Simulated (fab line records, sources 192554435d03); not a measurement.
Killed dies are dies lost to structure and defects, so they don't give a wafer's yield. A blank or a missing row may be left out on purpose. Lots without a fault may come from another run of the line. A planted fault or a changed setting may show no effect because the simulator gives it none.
Chamber matching | flow n5_finfet | N5_MOL_CONTACT_COAG_ALD_27 on ald_sin-03: 4 sister chambers
The step deposits SiOC, target thk 17 nm, pulse time 1.5 s, time 2720 s. 4 wafers are shown with their chamber, then 11 later ones without.

WAFERS WITH THEIR CHAMBER
wafer  | chamber | heater_power_w (W)
L086.1 | 3       | 833
L086.2 | 1       | 949
L086.3 | 0       | 918
L086.4 | 2       | 868

WAFERS WITHOUT THEIR CHAMBER
wafer  | heater_power_w (W)
L086.5 | 911
L086.6 | 952
L092.1 | 907
L092.2 | 784
L092.3 | 817
L092.4 | 888
L092.5 | 914
L092.6 | 914
L097.2 | 780
L097.4 | 925
L097.5 | 909

WHICH CHAMBER EACH WENT THROUGH
wafer  | from the rows above               | in truth
L086.5 | can't be placed: 0 or 1 or 2      | 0
L086.6 | can't be placed: 1 or 0           | 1
L092.1 | can't be placed: 0 or 2 or 1      | 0
L092.2 | can't be placed: 3 or 2           | 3
L092.3 | can't be placed: 3 or 2           | 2
L092.4 | can't be placed: 2 or 0 or 3 or 1 | 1
L092.5 | can't be placed: 0 or 1 or 2      | 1
L092.6 | can't be placed: 0 or 1 or 2      | 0
L097.2 | can't be placed: 3 or 2           | 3
L097.4 | can't be placed: 0 or 1           | 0
L097.5 | can't be placed: 0 or 1 or 2      | 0
Placed correctly: 0 of 11. Can't be placed from these rows: 11 (the true chamber is among the candidates in 11). Placed wrongly: 0.
How it was worked out, from the rows above alone: a wafer's distance from a chamber is the root of the sum, over the readings, of the square of ((its reading less the chamber's mean) divided by the reading's scatter). The wafer belongs to the nearest chamber; if the next one is less than 2 further off, it can't be placed. A chamber's mean is the mean of its shown wafers. The scatter: with one shown wafer a chamber, the root of the mean of the squares of how far each hidden wafer lies from its nearest shown one.
